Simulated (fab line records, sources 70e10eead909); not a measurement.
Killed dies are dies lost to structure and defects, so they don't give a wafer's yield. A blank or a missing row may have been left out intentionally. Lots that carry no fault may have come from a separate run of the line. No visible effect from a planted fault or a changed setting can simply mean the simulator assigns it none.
A struck lot beside a sound one ; flow nandHarc ; 15 steps out of a route of 1302
Sound: these wafers, L690.1, L690.2, L690.5. Struck: wafer L696.5 (left out: L696.2, L696.6 of the same lot, which were not struck); the cause appears at the end.
Per side, at each step with rows, come the tool, then ch with its chambers, and then its first start. Under that, the readings that differ: sound wafers ; struck wafers ; difference of the means ; sigmas: that difference in standard deviations of wafers without a fault.
alike: a reading whose means differ by less than 2 such deviations, as well as words and numbers matching on both sides. not compared: withheld readings; readings where some wafer has no value; bounds like >300 that might hide an equal value; numbers whose values overlap and for which the record gives no deviation.
Wherever a step has rows on one side only, a row that says differs or no value, or a row with sigmas, the two part there. Non-overlapping numbers with no deviation appear without sigmas and do not part them. A reading missing from all wafers of one side parts the sides only when that side holds two or more wafers.

NHARC_A_CHANNEL_HOLE_D2_XSEM_32:
  sound on xsem-01 ch 0, day 17 20:10; struck on xsem-02 ch 0, day 19 10:04
reading;sound;struck;difference;sigmas
botCdNm (nm);75.1 73.3 74.1;78.3;+4.1;+4
bowNm (nm);8.54 8.58 8.50;9.06;+0.52;+2
  alike: tiltDeg
NHARC_A_CHANNEL_HOLE_D2_INSPECT_40:
  struck on defectInspect-01, day 19 10:10; sound on defectInspect-02, day 17 20:15
  alike: rawDefectCount
then, 2 steps without rows for these wafers: NHARC_A_CHANNEL_FILL_D2_PRECLEAN_00 (cleans in SC1); NHARC_A_CHANNEL_FILL_D2_SRD_01.
NHARC_A_CHANNEL_FILL_D2_ALD_02: deposits SiO2, target thk 6 nm, pulse time 10 s, ald cycles 60.
  sound on aldHk-03 ch 0,2,3, day 17 20:27; struck on aldHk-03 ch 3, day 19 10:34
  alike: heaterPowerW, precursorPulseHeightRel
NHARC_A_CHANNEL_FILL_D2_ALD_03: deposits SiNx, target thk 6 nm, pulse time 60 s, ald cycles 58.
  sound on aldSinBatch-01 ch 0; struck on aldSinBatch-01 ch 0
  alike: precursorPulseHeightRel
then, 1 step without rows for these wafers: NHARC_A_CHANNEL_FILL_D2_ALD_14 (deposits SiO2, target thk 2.5 nm, pulse time 10 s, ald cycles 25).
NHARC_A_CHANNEL_FILL_D2_ALD_15: deposits SiNx, target thk 2 nm, pulse time 60 s, ald cycles 19.
  sound on aldSinBatch-01 ch 0, day 18 06:49; struck on aldSinBatch-01 ch 0
  alike: precursorPulseHeightRel
then, 3 steps without rows for these wafers: NHARC_A_CHANNEL_FILL_D2_ALD_16 (deposits SiO2, target thk 1.5 nm, pulse time 10 s, ald cycles 15); NHARC_A_CHANNEL_FILL_D2_ANNEAL_17 (time 1800 s); NHARC_A_CHANNEL_FILL_D2_CVD_18 (deposits poly-Si, target thk 3 nm).
NHARC_A_CHANNEL_FILL_D2_ETCHBACK_19: etches the open film in HBr/Cl2, target depth 5 nm, time 1.7 s.
  sound on rieSi-03 ch 1,2, day 18 20:59; struck on rieSi-03 ch 3, day 20 11:17
  alike: drypumpMotorCurrentA, oesProductAu, throttleValvePct
  not compared: rfHoursCounterH
NHARC_A_CHANNEL_FILL_D2_ETCHBACK_20: etches the open film in C4F8/O2/Ar, target depth 27 nm, time 13.5 s.
  sound on rieDiel-08 ch 2,3, day 18 21:07; struck on rieDiel-08 ch 0, day 20 11:27
reading;sound;struck;difference;sigmas
oesProductAu (a.u.);0.950 0.968 0.947;1.004;+0.049;+2
runLengthS (s);34.5 35.4 34.4;29.6;-5.2;-16
  alike: rfVppV
  not compared: rfHoursCounterH
then, 1 step without rows for these wafers: NHARC_A_CHANNEL_FILL_D2_STRIP_28 (strips in O2, time 20 s).
-- break in the record here, with 10 days between the starts of the struck wafers on either side (left off in module A_CHANNEL_FILL_D2, picked up again in module END, where the first step shown is number 1302 on the route) --
NHARC_END_SORT_01:
  here the record holds rows for the struck wafers (prober-02 ch 0, day 30 05:10) but none for the sound ones

== WHERE THEY PART ==
At NHARC_A_CHANNEL_HOLE_D2_XSEM_32 first; at NHARC_END_SORT_01 last (within this record only).

WHY: what the simulator had put in
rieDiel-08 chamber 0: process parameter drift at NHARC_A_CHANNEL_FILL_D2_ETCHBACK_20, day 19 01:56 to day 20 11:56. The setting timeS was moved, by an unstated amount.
